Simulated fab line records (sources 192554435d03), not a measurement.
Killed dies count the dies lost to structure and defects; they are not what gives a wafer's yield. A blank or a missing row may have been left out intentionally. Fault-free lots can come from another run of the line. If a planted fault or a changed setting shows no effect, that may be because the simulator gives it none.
Matching of chambers -- flow n5-finfet -- N5_BEOL_M5_CURE_80 on uv-cure-03: 3 sister chambers
The step cures SiCOH lowk, time 120 s. 27 wafers are shown with their chamber, then 12 later ones without.

## WAFERS, EACH WITH ITS CHAMBER
wafer,chamber,wafer_temp_C_max,lamp-power-pct (%)
L074.2,1,372.0,52.32
L074.3,1,372.1,52.34
L074.5,1,371.6,52.40
L077.1,2,372.2,52.42
L077.2,2,373.3,52.34
L077.5,2,373.5,52.34
L077.3,2,372.1,52.23
L077.4,2,373.0,52.31
L077.6,2,372.9,52.31
L078.2,2,372.8,52.29
L078.3,2,373.1,52.31
L078.6,2,372.7,52.29
L081.1,0,372.1,52.25
L081.2,0,371.8,52.39
L081.4,0,371.9,52.28
L079.1,0,372.5,52.26
L079.2,0,371.5,52.30
L079.3,0,372.3,52.29
L084.2,0,372.4,52.26
L084.4,0,372.6,52.32
L084.6,0,371.6,52.30
L085.3,1,371.9,52.25
L085.5,1,371.7,52.25
L085.6,1,372.3,52.28
L087.4,0,371.4,52.40
L087.5,0,372.0,52.32
L087.6,0,371.5,52.41

SIGNATURES, as means of the wafers listed above
reading,chamber 0,chamber 1,chamber 2,scatter within a chamber
wafer_temp_C_max,371.967,371.933,372.844,0.407
lamp-power-pct,52.3150,52.3067,52.3156,0.0549
Rule: distance of a wafer from a chamber = root of the sum over the readings of ((wafer's reading minus chamber's mean) / reading's scatter) squared. The wafer belongs to the nearest chamber; if the next one is less than 2 further off, it can't be placed. The scatter: take each reading less its chamber's mean, square it, sum over the shown wafers, divide by the number of wafers less the number of chambers, and take the root.

## WAFERS MISSING THEIR CHAMBER
wafer,wafer_temp_C_max,lamp-power-pct (%)
L091.1,371.4,52.34
L091.3,372.0,52.29
L091.6,371.4,52.20
L091.2,371.1,52.18
L091.4,371.3,52.32
L091.5,371.6,52.30
L090.1,372.1,52.36
L090.2,371.5,52.21
L090.4,372.2,52.22
L096.3,372.7,52.37
L096.5,372.1,52.27
L096.6,372.0,52.35

## WHICH CHAMBER EACH ONE RAN IN
wafer,from the rows above,in truth
L091.1,can't be placed: 1 or 0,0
L091.3,can't be placed: 1 or 0 or 2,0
L091.6,can't be placed: 1 or 0 or 2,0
L091.2,can't be placed: 1 or 0 or 2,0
L091.4,can't be placed: 1 or 0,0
L091.5,can't be placed: 1 or 0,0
L090.1,can't be placed: 0 or 1 or 2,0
L090.2,can't be placed: 1 or 0 or 2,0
L090.4,can't be placed: 1 or 0 or 2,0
L096.3,can't be placed: 2 or 0 or 1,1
L096.5,can't be placed: 1 or 0 or 2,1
L096.6,can't be placed: 0 or 1 or 2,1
0 of 12 placed correctly. Not placeable from these rows: 12 (in 12, the candidates include the true chamber). 0 placed wrongly.
